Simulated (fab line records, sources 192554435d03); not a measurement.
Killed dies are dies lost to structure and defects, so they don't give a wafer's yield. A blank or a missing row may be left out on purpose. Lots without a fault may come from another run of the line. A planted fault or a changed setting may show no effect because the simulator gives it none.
fab line records | flow n5_finfet
record lots=22 wafers=66 last_day=17
route steps=1938 shown BEOL_M8@1334
lots that met no fault: from a run of the same line without faults
start_h: hours from the record's first day to the start of the lot's first wafer shown | wait_h: hours since the lot's step before | " the same as in the row above | L1.1+2: a row that stands for several wafers | - no value, or no start given | * or withheld: withheld | < > ~ a bound
route shown NAME@n: a module of which the file shows steps, and the number in the route of the first | usual: mean/standard deviation of fault-free wafers | same: alike in all rows | chamber/n: place in a boat | sites: the reading at each site | _std_site: their standard deviation | _edge_site: outer sites' mean less inner sites' | radius_mm: how far each site lies from the wafer's centre | mask NAME#n: copy n | behind: the tool/chamber that last shaped the wafer | hold: why the lot was held/for how many hours/how that ended | device: the transistor (n, p or np) that didn't switch | end of line: the same wafers' tests at the end of the route | a step without rows: its recipe alone | killed: dies lost to structure and defects at the first sort, not the wafer's yield | map: a wafer's dies, x killed, . not, _ none there
set.NAME: the setting as run; set.NAME@STEP: as run at that earlier step | model.NAME: the simulator's own value behind a step, which no gauge read
steps of the route over a sample of lots; a table a step, a row a wafer
services: from which hour (start_h, from the record's first day; less than 0 if before it) a tool's chamber was out of use, for how many hours, and why
## steps
# step N5_BEOL_M8_THK_MEAS_01
# recipe reads=SiCOH_lowk_of_BEOL_M8_ILD_DEP_00
# usual M8_ILD_THK=154.6/2.2
# columns lot.wafer tool chamber start_h wait_h M8_ILD_THK[nm]
L074.2 film_metro-02 - 204.40 0.4 151.0
L074.3 " - " " 154.2
L074.5 " - " " 157.1
L076.1 film_metro-02 - 210.58 0.8 150.6
L076.2 " - " " 153.5
L076.5 " - " " 155.6
L075.2 film_metro-02 - 216.81 0.4 154.1
L075.3 " - " " 156.6
L075.4 " - " " 155.9
L077.1 film_metro-02 - 218.25 0.4 153.3
L077.2 " - " " 153.8
L077.3 " - " " 154.2
L078.2 film_metro-02 - 222.76 0.4 155.5
L078.3 " - " " 154.6
L078.6 " - " " 158.2
L079.1 film_metro-02 - 233.08 0.4 151.5
L079.4 " - " " 157.5
L079.5 " - " " 157.8
L080.2 film_metro-01 - 237.32 0.4 154.0
L080.3 " - " " 153.9
L080.6 " - " " 156.1
L081.1 film_metro-01 - 249.70 0.4 152.5
L081.3 " - " " 151.6
L081.6 " - " " 155.2
L082.2 film_metro-02 - 260.61 0.4 155.7
L082.3 " - " " 155.3
L082.5 " - " " 157.9
L084.2 film_metro-02 - 260.96 0.4 153.3
L084.3 " - " " 152.7
L084.6 " - " " 152.5
L088.1 film_metro-01 - 283.14 0.4 152.2
L088.4 " - " " 155.7
L088.5 " - " " 155.4
L085.1 film_metro-02 - 283.41 0.4 153.6
L085.2 " - " " 154.5
L085.3 " - " " 154.9
L086.3 film_metro-02 - 285.31 0.3 151.3
L086.5 " - " " 153.1
L086.6 " - " " 152.4
L087.3 film_metro-02 - 286.53 0.3 156.3
L087.4 " - " " 155.4
L087.5 " - " " 157.0
L091.2 film_metro-01 - 287.31 0.4 152.3
L091.3 " - " " 153.7
L091.6 " - " " 154.7
L090.3 film_metro-02 - 291.97 0.3 154.8
L090.4 " - " " 157.8
L090.5 " - " " 154.9
L089.1 film_metro-01 - 295.45 0.4 151.0
L089.2 " - " " 151.7
L089.6 " - " " 155.1
L092.1 film_metro-02 - 313.51 0.4 152.5
L092.2 " - " " 152.0
L092.5 " - " " 154.6
L094.1 film_metro-02 - 318.56 0.4 153.2
L094.2 " - " " 153.5
L094.4 " - " " 155.2
L093.1 film_metro-01 - 320.39 0.4 157.1
L093.2 " - " " 155.4
L093.5 " - " " 157.6
L095.1 film_metro-02 - 324.36 0.4 153.3
L095.3 " - " " 157.2
L095.6 " - " " 158.4
L096.2 film_metro-02 - 340.75 0.4 153.9
L096.5 " - " " 156.8
L096.6 " - " " 156.0
# step N5_BEOL_M8_DESCUM_16
# recipe chemistry=O2 time_s=7.9 source_power_w=50 bias_power_w=20 pressure_mtorr=20 rf_frequency_hz=2.712e+07 temp_c=40 resist=CAR-ArF o2_flow_sccm=225
# usual bias_power_w=20.01/0.059 drypump_motor_current_A=5.62/0.3 oes_product_au=0.78/0.11 rf_vpp_V=243.1/1.4 showerhead_plenum_p_Torr=2.09/0.078 throttle_valve_pct=20.4/0.31
# columns lot.wafer tool chamber start_h wait_h bias_power_w drypump_motor_current_A oes_product_au rf_hours_counter_h rf_vpp_V showerhead_plenum_p_Torr throttle_valve_pct
L074.2 rie_diel-03 3 205.96 0.0 20.04 5.92 0.85 60 246.1 2.24 20.4
L074.3 " 2 " " 20.01 6.11 0.70 231 241.7 2.06 20.3
L074.5 " 3 " " 20.01 5.91 0.85 - 245.3 2.24 20.5
L076.1 rie_diel-06 2 213.28 0.0 20.07 6.26 0.95 6 244.9 2.22 20.1
L076.2 " 1 " " 20.00 5.40 0.72 219 242.7 2.08 20.8
L076.5 " 3 " " 20.13 5.24 0.75 - 241.9 2.00 20.2
L075.2 rie_diel-06 2 218.19 0.0 20.17 6.27 0.95 7 245.5 2.22 20.1
L075.3 " 1 " " 20.02 5.45 0.71 220 241.7 2.08 20.9
L075.4 " 3 " " 20.02 5.27 0.74 181 241.8 2.00 20.2
L077.1 rie_diel-02 2 220.30 0.0 20.01 5.38 0.71 241 243.1 2.04 20.3
L077.2 " 3 " " 19.91 5.56 0.72 222 241.7 2.07 20.9
L077.3 " 0 " " 19.96 5.60 0.68 230 243.3 2.08 20.4
L078.2 rie_diel-06 3 224.98 0.3 19.89 5.25 0.74 183 241.8 2.00 20.2
L078.3 " 1 " " 20.01 5.39 0.71 222 241.6 2.08 20.8
L078.6 " 1 " " 19.86 5.41 0.72 - 243.6 2.08 20.8
L079.1 rie_diel-03 1 233.99 0.1 20.10 5.28 0.68 211 243.5 2.15 20.4
L079.4 " 3 " " 19.99 5.91 0.85 69 244.0 2.23 20.5
L079.5 " 0 " " 19.98 5.59 0.75 - 241.9 1.98 20.4
L080.2 rie_diel-06 0 238.55 0.0 19.98 5.81 0.71 198 243.0 2.16 20.6
L080.3 " 3 " " 20.06 5.22 0.73 188 241.1 1.99 20.2
L080.6 " 3 " " 20.01 5.24 0.74 - 241.2 1.99 20.3
L081.1 rie_diel-06 0 251.16 0.1 20.05 5.82 0.71 203 243.8 2.16 20.6
L081.3 " 1 " " 20.04 5.41 0.71 232 243.4 2.07 20.9
L081.6 " 0 " " 20.01 5.81 0.70 - 244.0 2.16 20.6
L082.2 rie_diel-03 1 261.78 0.0 20.07 5.28 0.67 221 245.0 2.15 20.5
L082.3 " 0 " " 20.00 5.57 0.75 179 241.7 1.98 20.4
L082.5 " 3 " " 20.10 5.92 0.82 - 243.8 2.23 20.5
L084.2 rie_diel-03 3 264.91 0.0 20.04 5.92 0.83 80 244.2 2.23 20.5
L084.3 " 1 " " 19.95 5.28 0.68 222 245.7 2.15 20.5
L084.6 " 0 " " 20.05 5.56 0.75 - 242.7 1.98 20.4
L088.1 rie_diel-02 2 284.53 0.1 19.98 5.37 0.99 7 242.7 2.04 19.9
L088.4 " 1 " " 19.96 5.88 0.70 - 243.6 2.15 20.7
L088.5 " 3 " " 20.12 5.57 0.71 - 242.2 2.06 21.0
L085.1 rie_diel-06 1 284.74 0.0 20.03 5.44 0.70 244 241.6 2.07 20.9
L085.2 " 0 " " 20.00 5.81 0.70 215 242.8 2.15 20.6
L085.3 " 3 " " 20.04 5.15 0.72 205 243.0 1.99 20.3
L086.3 rie_diel-06 3 286.15 0.0 20.02 5.22 0.73 206 240.7 1.99 20.3
L086.5 " 1 " " 19.89 5.38 0.70 - 242.9 2.07 20.9
L086.6 " 0 " " 19.98 5.82 0.71 - 245.4 2.15 20.6
L087.3 rie_diel-02 3 288.39 0.1 20.05 5.55 0.70 251 242.3 2.06 21.0
L087.4 " 2 " " 20.05 5.37 0.97 - 242.0 2.04 19.9
L087.5 " 3 " " 19.91 5.55 0.70 - 241.6 2.06 21.0
L091.2 rie_diel-06 3 288.51 0.1 19.92 5.19 0.72 207 242.2 1.99 20.2
L091.3 " 1 " " 19.94 5.46 0.70 246 242.4 2.07 20.9
L091.6 " 1 " " 19.97 5.40 0.71 - 243.3 2.07 20.9
L090.3 rie_diel-03 2 293.45 0.1 19.94 6.10 0.96 1 242.9 2.05 20.0
L090.4 " 3 " " 20.06 5.92 0.81 93 245.5 2.23 20.5
L090.5 " 0 " " 19.94 5.60 0.74 - 241.2 1.98 20.4
L089.1 rie_diel-03 2 297.01 0.1 19.96 6.10 0.93 2 242.6 2.05 20.0
L089.2 " 0 " " 20.04 5.60 0.74 194 241.8 1.98 20.4
L089.6 " 2 " " 19.87 6.11 0.95 - 242.9 2.05 20.0
L092.1 rie_diel-02 1 315.98 0.0 19.99 5.87 0.69 261 243.3 2.14 20.7
L092.2 " 2 " " 20.03 5.41 0.94 21 241.0 2.03 19.9
L092.5 " 2 " " 20.07 5.35 0.95 - 242.9 2.03 19.9
L094.1 rie_diel-02 2 320.11 0.3 20.01 5.36 0.95 23 241.1 2.03 19.9
L094.2 " 3 " " 20.00 5.55 0.69 265 242.1 2.05 21.0
L094.4 " 3 " " 20.03 5.55 0.70 - 243.0 2.05 21.0
L093.1 rie_diel-02 0 322.13 0.0 20.03 5.56 0.97 3 244.4 2.07 20.2
L093.2 " 2 " " 20.06 5.40 0.94 24 244.2 2.03 19.9
L093.5 " 3 " " 20.03 5.56 0.70 - 243.1 2.05 21.0
L095.1 rie_diel-02 0 325.42 0.4 19.97 5.59 0.96 5 243.5 2.07 20.2
L095.3 " 0 " " 19.97 5.64 0.96 - 241.5 2.07 20.2
L095.6 " 2 " " 20.07 5.40 0.93 - 241.5 2.03 19.9
L096.2 rie_diel-02 1 342.40 0.0 19.94 5.88 0.98 5 244.2 2.14 20.3
L096.5 " 1 " " 20.01 5.88 0.99 - 243.8 2.14 20.3
L096.6 " 0 " " 20.02 5.58 0.91 - 242.1 2.07 20.2
# step N5_BEOL_M8_ETCH_66
# recipe chemistry=N2/H2 target=SOC target_depth_a=800 overetch_a=160 mask_material=SiARC temp_c=40 time_s=120 ion_energy_ev=200 pressure_mtorr=30 source_w=840 bias_w=150 n2_flow_sccm=200 h2_flow_sccm=200
# usual drypump_motor_current_A=5.6/0.31 oes_product_au=0.59/0.072 rf_vpp_V=524.0/2.8 showerhead_plenum_p_Torr=2.55/0.095 throttle_valve_pct=17.89/0.26
# columns lot.wafer tool chamber start_h wait_h drypump_motor_current_A oes_product_au rf_hours_counter_h rf_vpp_V showerhead_plenum_p_Torr throttle_valve_pct
L074.2 rie_diel-03 3 207.20 0.0 5.9 0.65 61 529.4 2.69 17.77
L074.3 " 0 " " 5.6 0.58 158 521.7 2.45 18.10
L074.5 " 1 " " 5.3 0.54 - 526.5 2.63 17.88
L076.1 rie_diel-06 2 214.39 0.0 6.3 0.73 7 528.8 2.72 17.55
L076.2 " 0 " " 5.8 0.56 191 524.8 2.64 18.03
L076.5 " 2 " " 6.3 0.73 - 529.4 2.72 17.55
L075.2 rie_diel-02 3 219.45 0.0 5.6 0.55 222 524.2 2.50 18.25
L075.3 " 1 " " 5.9 0.55 227 524.9 2.62 18.17
L075.4 " 2 " " 5.4 0.54 240 523.3 2.51 17.85
L077.1 rie_diel-03 3 223.91 0.0 5.9 0.65 67 527.7 2.69 17.75
L077.2 " 1 " " 5.3 0.53 207 524.5 2.62 17.90
L077.3 " 2 " " 6.1 0.53 239 522.5 2.51 17.83
L078.2 rie_diel-06 0 226.71 0.0 5.8 0.55 194 527.6 2.64 18.03
L078.3 " 2 " " 6.3 0.71 11 529.6 2.72 17.55
L078.6 " 2 " " 6.3 0.71 - 527.9 2.72 17.57
L079.1 rie_diel-02 1 236.40 0.0 5.9 0.55 228 525.9 2.61 18.16
L079.4 " 2 " " 5.4 0.53 248 521.6 2.51 17.84
L079.5 " 3 " " 5.6 0.55 - 523.7 2.50 18.28
L080.2 rie_diel-03 2 241.43 0.0 6.1 0.53 244 521.4 2.50 17.85
L080.3 " 1 " " 5.3 0.52 213 525.2 2.62 17.91
L080.6 " 2 " " 6.1 0.53 - 522.5 2.50 17.85
L081.1 rie_diel-06 0 253.44 0.0 5.8 0.55 204 525.6 2.64 18.05
L081.3 " 2 " " 6.3 0.70 20 527.9 2.71 17.58
L081.6 " 1 " " 5.4 0.54 - 520.7 2.52 18.24
L082.2 rie_diel-03 0 263.24 0.0 5.6 0.57 180 520.3 2.44 18.12
L082.3 " 1 " " 5.3 0.52 222 527.1 2.62 17.91
L082.5 " 1 " " 5.3 0.53 - 526.4 2.62 17.93
L084.2 rie_diel-02 1 267.65 0.0 5.9 0.54 241 526.1 2.61 18.20
L084.3 " 0 " " 5.6 0.53 246 523.7 2.49 17.73
L084.6 " 0 " " 5.6 0.52 - 522.2 2.49 17.71
L088.1 rie_diel-03 1 285.65 0.0 5.3 0.52 232 524.9 2.61 17.93
L088.4 " 0 " " 5.6 0.57 - 519.6 2.44 18.14
L088.5 " 3 " " 5.9 0.62 - 527.6 2.68 17.79
L085.1 rie_diel-06 0 285.71 0.0 5.8 0.54 215 525.7 2.63 18.07
L085.2 " 3 " " 5.2 0.54 205 518.9 2.41 17.67
L085.3 " 1 " " 5.4 0.54 244 522.3 2.51 18.26
L086.3 rie_diel-03 3 287.18 0.0 5.9 0.62 90 527.4 2.68 17.79
L086.5 " 1 " " 5.3 0.52 - 527.4 2.61 17.95
L086.6 " 3 " " 5.9 0.63 - 527.3 2.68 17.82
L087.3 rie_diel-02 2 292.20 0.0 5.4 0.73 10 522.4 2.50 17.40
L087.4 " 1 " " 5.9 0.53 - 525.6 2.61 18.21
L087.5 " 2 " " 5.4 0.73 - 522.5 2.50 17.42
L091.2 rie_diel-03 3 292.24 0.0 5.9 0.62 92 526.6 2.68 17.81
L091.3 " 0 " " 5.5 0.57 192 520.0 2.44 18.15
L091.6 " 2 " " 6.1 0.73 - 522.0 2.50 17.47
L090.3 rie_diel-06 0 295.54 0.0 5.8 0.54 219 526.3 2.63 18.05
L090.4 " 3 " " 5.2 0.54 208 520.1 2.41 17.67
L090.5 " 1 " " 5.4 0.53 - 522.1 2.51 18.27
L089.1 rie_diel-02 3 297.99 0.0 5.6 0.53 254 523.6 2.49 18.32
L089.2 " 2 " " 5.4 0.73 13 523.5 2.50 17.40
L089.6 " 1 " " 5.9 0.53 - 525.6 2.60 18.21
L092.1 rie_diel-06 1 320.83 0.0 5.5 0.77 0 526.0 2.51 17.77
L092.2 " 2 " " 6.3 0.67 43 528.0 2.70 17.60
L092.5 " 0 " " 5.8 0.54 - 524.6 2.63 18.08
L094.1 rie_diel-06 1 321.37 0.0 5.4 0.76 0 522.5 2.51 17.77
L094.2 " 2 " " 6.3 0.66 44 527.7 2.70 17.64
L094.4 " 3 " " 5.2 0.54 221 519.4 2.41 17.70
L093.1 rie_diel-06 2 324.51 0.0 6.3 0.66 45 530.0 2.70 17.61
L093.2 " 1 " " 5.5 0.75 1 522.9 2.51 17.76
L093.5 " 0 " " 5.8 0.53 - 525.8 2.63 18.09
L095.1 rie_diel-06 1 329.43 0.0 5.5 0.74 3 521.9 2.51 17.77
L095.3 " 3 " " 5.2 0.54 224 519.8 2.40 17.70
L095.6 " 0 " " 5.8 0.53 - 525.2 2.63 18.08
L096.2 rie_diel-03 2 344.45 0.0 6.1 0.68 18 522.2 2.49 17.50
L096.5 " 0 " " 5.6 0.56 - 520.7 2.43 18.17
L096.6 " 3 " " 5.9 0.60 - 527.7 2.67 17.86
# step N5_BEOL_M8_STRIP_36
# recipe chemistry=N2/H2 power_w=450 temp_c=40 pressure_mtorr=20 rf_frequency_hz=6e+07 overash_fraction=0.3 bias_power_w=7 h2_frac=0.5 n2_flow_sccm=200 h2_flow_sccm=200
# usual bias_power_w=6.998/0.021 drypump_motor_current_A=5.6/0.31 oes_product_au=0.77/0.1 rf_vpp_V=59.2/1.5 showerhead_plenum_p_Torr=2.55/0.095 throttle_valve_pct=23.73/0.3
# columns lot.wafer tool chamber start_h wait_h bias_power_w drypump_motor_current_A oes_product_au rf_hours_counter_h rf_vpp_V showerhead_plenum_p_Torr throttle_valve_pct
L074.2 rie_diel-03 3 207.36 0.0 6.992 5.9 0.85 61 58.8 2.69 23.63
L074.3 " 0 " " 7.038 5.6 0.78 158 58.0 2.45 24.09
L074.5 " 1 " " 6.992 5.3 0.70 - 59.5 2.62 23.72
L076.1 rie_diel-06 2 214.54 0.0 7.028 6.3 0.95 7 58.4 2.71 23.29
L076.2 " 0 " " 6.960 5.8 0.71 191 55.8 2.64 23.89
L076.5 " 2 " " 7.016 6.3 0.95 - 60.1 2.71 23.29
L075.2 rie_diel-02 3 219.61 0.0 7.024 5.6 0.72 222 58.8 2.50 23.99
L075.3 " 2 " " 7.012 5.4 0.71 240 58.9 2.51 23.56
L075.4 " 3 " " 6.991 5.6 0.72 - 58.9 2.50 23.99
L077.1 rie_diel-03 3 224.06 0.0 6.977 5.9 0.84 67 59.4 2.68 23.64
L077.2 " 1 " " 7.039 5.3 0.68 207 57.5 2.62 23.75
L077.3 " 2 " " 6.989 6.1 0.69 239 57.9 2.50 23.73
L078.2 rie_diel-06 0 226.86 0.0 6.999 5.8 0.72 194 59.7 2.64 23.89
L078.3 " 2 " " 7.018 6.3 0.93 11 58.5 2.71 23.29
L078.6 " 2 " " 6.984 6.3 0.96 - 61.3 2.71 23.29
L079.1 rie_diel-02 1 236.55 0.0 7.032 5.9 0.71 229 59.1 2.61 24.03
L079.4 " 2 " " 6.979 5.4 0.71 248 58.9 2.50 23.56
L079.5 " 3 " " 6.992 5.6 0.72 - 60.3 2.50 24.00
L080.2 rie_diel-03 2 241.58 0.0 6.988 6.1 0.69 244 58.6 2.50 23.74
L080.3 " 1 " " 7.011 5.3 0.68 213 59.1 2.62 23.76
L080.6 " 2 " " 6.990 6.2 0.70 - 58.4 2.50 23.75
L081.1 rie_diel-06 0 253.59 0.0 7.030 5.8 0.71 204 58.8 2.63 23.90
L081.3 " 2 " " 6.995 6.3 0.91 20 59.6 2.71 23.28
L081.6 " 1 " " 6.967 5.4 0.70 - 58.1 2.51 24.09
L082.2 rie_diel-03 0 263.39 0.0 6.985 5.6 0.75 180 57.2 2.44 24.12
L082.3 " 1 " " 6.996 5.3 0.68 222 59.5 2.61 23.78
L082.5 " 1 " " 6.978 5.3 0.68 - 58.8 2.61 23.77
L084.2 rie_diel-02 1 267.80 0.0 6.970 5.9 0.69 241 59.6 2.61 24.07
L084.3 " 0 " " 7.026 5.6 0.66 246 58.2 2.49 23.34
L084.6 " 0 " " 7.031 5.6 0.66 - 58.8 2.49 23.35
L088.1 rie_diel-03 1 285.81 0.0 7.006 5.3 0.67 232 58.5 2.61 23.76
L088.4 " 0 " " 6.980 5.6 0.74 - 59.0 2.44 24.12
L088.5 " 3 " " 7.002 5.9 0.80 - 62.6 2.67 23.67
L085.1 rie_diel-06 0 285.87 0.0 7.039 5.8 0.71 215 62.6 2.63 23.91
L085.2 " 3 " " 7.013 5.2 0.73 206 59.9 2.41 23.42
L085.3 " 1 " " 6.964 5.4 0.71 244 56.0 2.51 24.13
L086.3 rie_diel-03 3 287.33 0.0 6.975 5.9 0.82 91 59.1 2.67 23.66
L086.5 " 1 " " 6.948 5.3 0.67 - 61.6 2.61 23.78
L086.6 " 3 " " 6.937 5.9 0.82 - 59.6 2.67 23.67
L087.3 rie_diel-02 2 292.35 0.0 7.037 5.4 0.98 10 57.0 2.50 23.18
L087.4 " 1 " " 7.011 5.9 0.70 - 60.4 2.60 24.06
L087.5 " 2 " " 6.983 5.4 0.98 - 59.9 2.50 23.17
L091.2 rie_diel-03 3 292.39 0.0 6.976 5.9 0.81 92 58.5 2.67 23.67
L091.3 " 0 " " 7.012 5.5 0.74 192 59.7 2.43 24.11
L091.6 " 2 " " 6.962 6.1 0.98 - 61.2 2.50 23.52
L090.3 rie_diel-06 0 295.69 0.0 6.995 5.8 0.70 219 59.8 2.63 23.92
L090.4 " 3 " " 7.021 5.2 0.73 209 59.2 2.41 23.47
L090.5 " 1 " " 6.979 5.4 0.71 - 60.2 2.51 24.12
L089.1 rie_diel-02 3 298.14 0.0 6.985 5.6 0.69 254 62.2 2.49 24.03
L089.2 " 2 " " 7.003 5.4 0.97 13 57.4 2.50 23.17
L089.6 " 1 " " 7.026 5.9 0.69 - 59.4 2.60 24.10
L092.1 rie_diel-06 1 320.99 0.0 6.997 5.5 1.02 0 61.3 2.50 23.66
L092.2 " 2 " " 6.984 6.3 0.89 43 60.7 2.70 23.35
L092.5 " 0 " " 7.008 5.8 0.70 - 58.7 2.62 23.95
L094.1 rie_diel-06 1 321.52 0.0 7.016 5.4 1.00 1 56.8 2.50 23.65
L094.2 " 2 " " 7.040 6.3 0.87 44 58.4 2.70 23.31
L094.4 " 3 " " 6.972 5.3 0.70 221 58.6 2.40 23.48
L093.1 rie_diel-06 2 324.66 0.0 6.980 6.2 0.88 45 59.3 2.70 23.34
L093.2 " 1 " " 7.010 5.4 1.00 1 59.7 2.50 23.67
L093.5 " 0 " " 7.001 5.8 0.69 - 60.8 2.62 23.94
L095.1 rie_diel-06 1 329.58 0.0 7.013 5.5 0.99 3 60.2 2.50 23.66
L095.3 " 3 " " 7.001 5.2 0.72 224 58.4 2.40 23.46
L095.6 " 0 " " 7.000 5.8 0.69 - 59.1 2.62 23.95
L096.2 rie_diel-03 2 344.60 0.0 6.954 6.1 0.89 18 62.6 2.49 23.55
L096.5 " 0 " " 6.986 5.6 0.71 - 59.0 2.43 24.14
L096.6 " 3 " " 6.980 5.9 0.80 - 57.7 2.66 23.75
# step N5_BEOL_M8_TRENCH_ETCH_37
# recipe chemistry=C4F6/O2 target_depth_a=934.78 target=SiCOH_lowk time_s=31.2 ion_energy_ev=250 pressure_mtorr=30 source_w=345 bias_w=185 Ar_flow_sccm=300 C4F6_flow_sccm=10 O2_flow_sccm=10
# usual drypump_motor_current_A=5.6/0.31 oes_product_au=0.77/0.099 rf_vpp_V=662/13 showerhead_plenum_p_Torr=2.85/0.1 throttle_valve_pct=20.92/0.24
# columns lot.wafer tool chamber start_h wait_h drypump_motor_current_A oes_product_au rf_hours_counter_h rf_vpp_V showerhead_plenum_p_Torr throttle_valve_pct
L074.2 rie_diel-03 3 - - 5.9 0.84 61 672 2.98 20.71
L074.3 " 0 " " 5.6 0.76 158 658 2.73 20.96
L074.5 " 1 " " 5.3 0.70 - 643 2.92 20.86
L076.1 rie_diel-06 2 - - 6.3 0.95 7 662 3.04 20.79
L076.2 " 0 " " 5.8 0.72 191 659 2.94 21.07
L076.5 " 2 " " 6.3 0.95 - 662 3.04 20.79
L075.2 rie_diel-02 3 - - 5.6 0.73 222 660 2.81 21.40
L075.3 " 2 " " 5.4 0.71 240 666 2.80 20.87
L075.4 " 3 " " 5.6 0.72 - 662 2.81 21.39
L077.1 rie_diel-03 3 - - 5.9 0.84 67 671 2.98 20.71
L077.2 " 1 " " 5.3 0.70 207 643 2.92 20.88
L077.3 " 2 " " 6.1 0.69 239 651 2.81 20.82
L078.2 rie_diel-06 0 - - 5.8 0.73 195 659 2.94 21.08
L078.3 " 2 " " 6.3 0.93 11 662 3.04 20.79
L078.6 " 2 " " 6.3 0.94 - 663 3.04 20.82
L079.1 rie_diel-02 1 - - 5.9 0.71 229 676 2.91 21.09
L079.4 " 2 " " 5.4 0.70 248 666 2.80 20.89
L079.5 " 3 " " 5.6 0.72 - 660 2.81 21.40
L080.2 rie_diel-03 2 - - 6.1 0.68 244 651 2.81 20.84
L080.3 " 1 " " 5.3 0.69 213 644 2.92 20.91
L080.6 " 2 " " 6.1 0.68 - 650 2.81 20.81
L081.1 rie_diel-06 0 - - 5.8 0.73 204 657 2.94 21.09
L081.3 " 2 " " 6.2 0.91 20 663 3.04 20.84
L081.6 " 1 " " 5.5 0.71 - 691 2.82 21.32
L082.2 rie_diel-03 0 - - 5.6 0.75 180 659 2.72 20.98
L082.3 " 1 " " 5.3 0.69 222 642 2.91 20.91
L082.5 " 1 " " 5.3 0.69 - 643 2.91 20.92
L084.2 rie_diel-02 1 - - 5.9 0.69 241 674 2.90 21.10
L084.3 " 0 " " 5.5 0.66 246 666 2.80 20.86
L084.6 " 0 " " 5.6 0.66 - 666 2.80 20.86
L088.1 rie_diel-03 1 - - 5.3 0.68 232 642 2.91 20.92
L088.4 " 0 " " 5.5 0.73 - 660 2.71 20.99
L088.5 " 3 " " 5.9 0.81 - 671 2.97 20.75
L085.1 rie_diel-06 0 - - 5.8 0.70 215 658 2.93 21.11
L085.2 " 3 " " 5.2 0.70 206 655 2.70 20.66
L085.3 " 1 " " 5.4 0.70 244 691 2.81 21.33
L086.3 rie_diel-03 3 - - 5.9 0.81 91 672 2.97 20.76
L086.5 " 1 " " 5.3 0.68 - 641 2.91 20.95
L086.6 " 3 " " 5.9 0.81 - 671 2.97 20.75
L087.3 rie_diel-02 2 - - 5.4 0.99 10 665 2.80 20.52
L087.4 " 1 " " 5.9 0.69 - 675 2.90 21.13
L087.5 " 2 " " 5.4 0.98 - 665 2.80 20.51
L091.2 rie_diel-03 3 - - 5.9 0.81 92 671 2.97 20.77
L091.3 " 0 " " 5.6 0.73 192 660 2.71 21.00
L091.6 " 2 " " 6.1 0.97 - 652 2.81 20.50
L090.3 rie_diel-06 0 - - 5.8 0.70 219 659 2.93 21.09
L090.4 " 3 " " 5.2 0.71 209 655 2.70 20.67
L090.5 " 1 " " 5.4 0.69 - 691 2.81 21.37
L089.1 rie_diel-02 3 - - 5.6 0.70 254 660 2.80 21.46
L089.2 " 2 " " 5.4 0.97 13 665 2.79 20.53
L089.6 " 1 " " 5.9 0.69 - 674 2.90 21.11
L092.1 rie_diel-06 1 - - 5.5 1.00 0 691 2.81 20.92
L092.2 " 2 " " 6.2 0.87 43 663 3.02 20.86
L092.5 " 0 " " 5.8 0.70 - 657 2.93 21.12
L094.1 rie_diel-06 1 - - 5.4 1.00 1 692 2.81 20.94
L094.2 " 2 " " 6.3 0.87 44 664 3.02 20.85
L094.4 " 3 " " 5.3 0.70 221 654 2.69 20.69
L093.1 rie_diel-06 2 - - 6.3 0.87 45 664 3.02 20.87
L093.2 " 1 " " 5.4 1.00 1 691 2.81 20.93
L093.5 " 0 " " 5.8 0.70 - 658 2.92 21.13
L095.1 rie_diel-06 1 - - 5.4 0.98 3 691 2.81 20.93
L095.3 " 3 " " 5.3 0.70 224 653 2.69 20.69
L095.6 " 0 " " 5.8 0.70 - 658 2.92 21.14
L096.2 rie_diel-03 2 - - 6.1 0.89 18 651 2.80 20.54
L096.5 " 0 " " 5.6 0.72 - 659 2.71 21.03
L096.6 " 3 " " 5.9 0.78 - 672 2.96 20.79
# step N5_BEOL_M8_DEGAS_44
# recipe ambient=vacuum temp_c=250 time_s=60
# usual heater_power_w=324/37
# columns lot.wafer tool chamber start_h wait_h heater_power_w
L074.2 pvd_sputter-01 - 209.46 1.6 310
L074.3 " - " " 349
L074.5 " - " " 323
L076.1 pvd_sputter-01 - 215.60 0.6 324
L076.2 " - " " 326
L076.5 " - " " 345
L075.2 pvd_sputter-02 - 220.42 0.3 284
L075.3 " - " " 368
L075.4 " - " " 359
L077.1 pvd_sputter-02 - 224.86 0.3 367
L077.2 " - " " 296
L077.3 " - " " 276
L078.2 pvd_sputter-03 - 227.68 0.3 271
L078.3 " - " " 390
L078.6 " - " " 288
L079.1 pvd_sputter-02 - 237.66 0.3 380
L079.4 " - " " 353
L079.5 " - " " 289
L080.2 pvd_sputter-02 - 242.51 0.4 380
L080.3 " - " " 286
L080.6 " - " " 380
L081.1 pvd_sputter-02 - 254.34 0.3 379
L081.3 " - " " 361
L081.6 " - " " 353
L082.2 pvd_sputter-02 - 265.02 0.8 385
L082.3 " - " " 282
L082.5 " - " " 286
L084.2 pvd_sputter-03 - 268.64 0.3 350
L084.3 " - " " 280
L084.6 " - " " 282
L088.1 pvd_sputter-01 - 287.54 1.3 318
L088.4 " - " " 335
L088.5 " - " " 315
L085.1 pvd_sputter-03 - 287.61 1.1 346
L085.2 " - " " 279
L085.3 " - " " 266
L086.3 pvd_sputter-02 - 288.08 0.2 375
L086.5 " - " " 279
L086.6 " - " " 349
L087.3 pvd_sputter-01 - 293.80 0.3 318
L087.4 " - " " 317
L087.5 " - " " 331
L091.2 pvd_sputter-01 - 294.04 0.3 341
L091.3 " - " " 321
L091.6 " - " " 347
L090.3 pvd_sputter-03 - 296.75 0.4 279
L090.4 " - " " 276
L090.5 " - " " 275
L089.1 pvd_sputter-01 - 299.16 0.5 344
L089.2 " - " " 323
L089.6 " - " " 342
L092.1 pvd_sputter-02 - 321.73 0.3 353
L092.2 " - " " 289
L092.5 " - " " 268
L094.1 pvd_sputter-01 - 322.24 0.3 319
L094.2 " - " " 345
L094.4 " - " " 322
L093.1 pvd_sputter-03 - 328.85 3.7 380
L093.2 " - " " 273
L093.5 " - " " 344
L095.1 pvd_sputter-01 - 332.41 2.4 320
L095.3 " - " " 319
L095.6 " - " " 322
L096.2 pvd_sputter-02 - 345.47 0.4 369
L096.5 " - " " 291
L096.6 " - " " 369
## services
# columns tool chamber start_h hours kind
rie_diel-02 3 185.18 6.4 repair
rie_diel-03 3 225.89 3.9 repair
rie_diel-02 2 241.87 - clean
rie_diel-02 2 241.87 - consumable_replace:focus_ring
rie_diel-02 2 241.87 24.2 scheduled_down
rie_diel-02 2 241.87 24.2 vent_cycle
rie_diel-03 2 256.56 - clean
rie_diel-03 2 256.56 - consumable_replace:focus_ring
rie_diel-03 2 256.56 32.4 scheduled_down
rie_diel-03 2 256.56 32.4 vent_cycle
rie_diel-06 2 279.68 6.7 repair
rie_diel-02 0 290.62 - clean
rie_diel-02 0 290.62 - consumable_replace:focus_ring
rie_diel-02 0 290.62 26.0 scheduled_down
rie_diel-02 0 290.62 26.0 vent_cycle
rie_diel-06 1 303.13 - clean
rie_diel-06 1 303.13 - consumable_replace:focus_ring
rie_diel-06 1 303.13 17.1 scheduled_down
rie_diel-06 1 303.13 17.1 vent_cycle
rie_diel-02 1 316.83 - clean
rie_diel-03 1 337.73 - clean
rie_diel-03 1 337.73 - consumable_replace:focus_ring
rie_diel-03 1 337.73 17.7 scheduled_down
rie_diel-03 1 337.73 17.7 vent_cycle
## key
fault none
